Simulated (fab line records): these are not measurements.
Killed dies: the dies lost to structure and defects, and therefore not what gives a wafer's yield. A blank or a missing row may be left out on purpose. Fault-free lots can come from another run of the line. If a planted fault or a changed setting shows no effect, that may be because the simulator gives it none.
Matching of chambers || flow n5Finfet || 4 sister chambers for N5_GATE_CUT_CMP_61 on cmp-01
The step polishes, stops on SiNx, t overpolish 3 s. 4 wafers are shown with their chamber, then 10 later ones without.

## WAFERS WITH THEIR CHAMBER
{"wafer": "L075.1", "chamber": 1, "motorCurrentA (A)": 10.3}
{"wafer": "L081.2", "chamber": 0, "motorCurrentA (A)": 12.8}
{"wafer": "L082.1", "chamber": 3, "motorCurrentA (A)": 11.7}
{"wafer": "L082.5", "chamber": 2, "motorCurrentA (A)": 9.8}

## WAFERS MISSING THEIR CHAMBER
{"wafer": "L082.6", "motorCurrentA (A)": 11.5}
{"wafer": "L085.2", "motorCurrentA (A)": 10.5}
{"wafer": "L085.4", "motorCurrentA (A)": 10.2}
{"wafer": "L085.6", "motorCurrentA (A)": 10.0}
{"wafer": "L089.2", "motorCurrentA (A)": 10.1}
{"wafer": "L089.3", "motorCurrentA (A)": 11.4}
{"wafer": "L089.5", "motorCurrentA (A)": 12.8}
{"wafer": "L096.3", "motorCurrentA (A)": 12.5}
{"wafer": "L096.4", "motorCurrentA (A)": 10.1}
{"wafer": "L096.5", "motorCurrentA (A)": 10.0}

## WHICH CHAMBER EACH ONE RAN IN
{"wafer": "L082.6", "from the rows above": 3, "in truth": 3}
{"wafer": "L085.2", "from the rows above": 1, "in truth": 1}
{"wafer": "L085.4", "from the rows above": "can't be placed: 1 or 2", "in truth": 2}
{"wafer": "L085.6", "from the rows above": "can't be placed: 2 or 1", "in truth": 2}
{"wafer": "L089.2", "from the rows above": "can't be placed: 1 or 2", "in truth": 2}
{"wafer": "L089.3", "from the rows above": 3, "in truth": 3}
{"wafer": "L089.5", "from the rows above": 0, "in truth": 0}
{"wafer": "L096.3", "from the rows above": 0, "in truth": 0}
{"wafer": "L096.4", "from the rows above": "can't be placed: 1 or 2", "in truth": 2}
{"wafer": "L096.5", "from the rows above": "can't be placed: 2 or 1", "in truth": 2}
Placed correctly: 5 of 10. Not placeable from these rows: 5 (in 5, the candidates include the true chamber). 0 placed wrongly.
How it was worked out, from the rows above alone: a wafer's distance from a chamber is the root of the sum, over the readings, of the square of ((its reading less the chamber's mean) divided by the reading's scatter). The wafer belongs to the nearest chamber; if the next one is less than 2 further off, it can't be placed. A chamber's mean is the mean of its shown wafers. The scatter (one wafer shown for each chamber): square how far every hidden wafer sits from the nearest shown wafer, average those squares and take the square root.
